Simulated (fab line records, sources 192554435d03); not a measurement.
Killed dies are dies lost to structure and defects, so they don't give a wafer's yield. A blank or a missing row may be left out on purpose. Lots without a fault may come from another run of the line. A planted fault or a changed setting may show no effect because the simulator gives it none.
Split-lot experiment | flow n5_finfet | 7 lots, 39 wafers read, on a route of 1938 steps

THE SPLIT
At N5_SD_EPI_N_SD_RECESS_17 (chemistry HBr/Cl2/O2, target depth 41 nm, time 23.7 s, bt time 3 s), the setting time_s was moved away from the recipe's 23.7 s on 15 of the 39 wafers read, by -8.1% to +9.5%. The other wafers ran this setting at the recipe's value.

The reading is taken at the split's own step.

THE READING
etch.depth_nm (the simulator's own value, which no gauge read), in nm, at N5_SD_EPI_N_SD_RECESS_17 (chemistry HBr/Cl2/O2, target depth 41 nm, time 23.7 s, bt time 3 s). The file gives no usual value for it. The 24 wafers here that ran the recipe average 41.21 nm, standard deviation 0.47 nm.

wafer  | tool, chamber at the split | time_s as run, s | against the recipe | etch.depth_nm, nm | against lot-mates on the recipe
L074.2 | rie_si-04, 2               | 23.7             | recipe             | 41.34             | -
L074.4 | rie_si-04, 0               | 23.7             | recipe             | 41.62             | -
L074.6 | rie_si-04, 2               | 23.7             | recipe             | 41.1              | -
L079.1 | rie_si-03, 0               | 23.7             | recipe             | 41.16             | -
L079.2 | rie_si-03, 3               | 23.7             | recipe             | 40.53             | -
L079.3 | rie_si-03, 1               | 23.7             | recipe             | 41.23             | -
L079.4 | rie_si-03, 2               | 21.89            | -7.6%              | 38.3              | -2.67
L079.5 | rie_si-03, 1               | 21.89            | -7.6%              | 38.45             | -2.52
L079.6 | rie_si-03, 0               | 21.89            | -7.6%              | 37.92             | -3.05
L083.1 | rie_si-02, 3               | 21.77            | -8.1%              | 37.77             | -3.38
L083.2 | rie_si-02, 1               | 23.7             | recipe             | 41.08             | -
L083.3 | rie_si-02, 2               | 21.77            | -8.1%              | 37.97             | -3.18
L083.4 | rie_si-02, 0               | 23.7             | recipe             | 41.41             | -
L083.5 | rie_si-02, 1               | 21.77            | -8.1%              | 37.98             | -3.17
L083.6 | rie_si-02, 2               | 23.7             | recipe             | 40.97             | -
L085.1 | rie_si-03, 3               | 23.7             | recipe             | 40.75             | -
L085.2 | rie_si-03, 2               | 25.96            | +9.5%              | 45.1              | +4.35
L085.3 | rie_si-03, 0               | 23.7             | recipe             | 40.84             | -
L085.4 | rie_si-03, 1               | 25.96            | +9.5%              | 45.1              | +4.35
L085.5 | rie_si-03, 3               | 23.7             | recipe             | 40.65             | -
L085.6 | rie_si-03, 2               | 25.96            | +9.5%              | 45.19             | +4.44
L087.1 | rie_si-04, 0               | 25.09            | +5.9%              | 44.1              | +2.58
L087.2 | rie_si-04, 3               | 25.09            | +5.9%              | 43.49             | +1.97
L087.3 | rie_si-04, 1               | 23.7             | recipe             | 42.15             | -
L087.4 | rie_si-04, 1               | 25.09            | +5.9%              | 44.84             | +3.32
L087.5 | rie_si-04, 3               | 23.7             | recipe             | 41.16             | -
L087.6 | rie_si-04, 0               | 23.7             | recipe             | 41.26             | -
L088.1 | rie_si-03, 0               | 23.7             | recipe             | 41.36             | -
L088.2 | rie_si-03, 2               | 23.7             | recipe             | 41.52             | -
L088.3 | rie_si-03, 3               | 23.7             | recipe             | 40.15             | -
L088.4 | rie_si-03, 1               | 23.7             | recipe             | 41.42             | -
L088.5 | rie_si-03, 2               | 23.7             | recipe             | 41.07             | -
L088.6 | rie_si-03, 3               | 23.7             | recipe             | 40.84             | -
L094.1 | rie_si-04, 2               | 24.83            | +4.8%              | 42.72             | +0.92
L094.2 | rie_si-04, 1               | 24.83            | +4.8%              | 44.73             | +2.93
L094.3 | rie_si-04, 3               | 24.83            | +4.8%              | 43.61             | +1.81
L094.4 | rie_si-04, 0               | 23.7             | recipe             | 41.42             | -
L094.5 | rie_si-04, 1               | 23.7             | recipe             | 42.33             | -
L094.6 | rie_si-04, 0               | 23.7             | recipe             | 41.65             | -

THE FIT
A straight line over all 39 wafers: etch.depth_nm changes by +0.424 nm for each +1% of time_s; r = +0.97; the points scatter about the line by 0.51 nm.
The same after taking each lot's own level away (the mean of its wafers on the recipe; 39 wafers): +0.415 nm for each +1%; r = +0.98; scatter 0.44 nm.
On that fit, the largest move of time_s shifts the reading by 4 nm.
The lots' own levels span 40.747 to 41.800 nm, that is 2.2 times the standard deviation above.
So the lot-to-lot level changes the slope little: the two slopes agree.
Check: with one of the wafers moved furthest among these (+9.5%) left out of the fit, the line predicts +4 nm for it against its lot-mates. It came out at +4.35 nm against them.

OTHER SPLITS ON THESE WAFERS
These wafers also went through other splits before the reading. Each is held against what the fit with the lots' levels taken away leaves over:
other split on the same wafers       | wafers away from the commonest value | r with etch.depth_nm (lot level and that fit taken away)
N5_FIN_SAQP_HM_DEP_03 target_thk_a   | 15                                   | +0.01
N5_DUMMY_GATE_ETCH_31 target_depth_a | 9                                    | +0.11

THE WHOLE CHAIN: every reading that the file lists as answering this split, in the file's order
step                     | what it does                                                       | reading                                                                       | change (the file's fit)               | r (the file's)
N5_SD_EPI_N_SD_RECESS_17 | chemistry HBr/Cl2/O2, target depth 41 nm, time 23.7 s, bt time 3 s | SD_EPI_N.feature_depth_nm (the simulator's own value, which no gauge read)    | +0.414 nm for each +1% of the setting | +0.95
N5_SD_EPI_N_SD_RECESS_17 | chemistry HBr/Cl2/O2, target depth 41 nm, time 23.7 s, bt time 3 s | Si_of_WELL_APT_EPI_41.thk_nm (the simulator's own value, which no gauge read) | -0.45 nm for each +1% of the setting  | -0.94
N5_SD_EPI_N_SD_RECESS_17 | chemistry HBr/Cl2/O2, target depth 41 nm, time 23.7 s, bt time 3 s | etch.depth_nm (the simulator's own value, which no gauge read)                | +0.416 nm for each +1% of the setting | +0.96

THE FILE'S OWN FIT
etch.depth_nm changes by +0.416 nm for each +1% of time_s, r = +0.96.
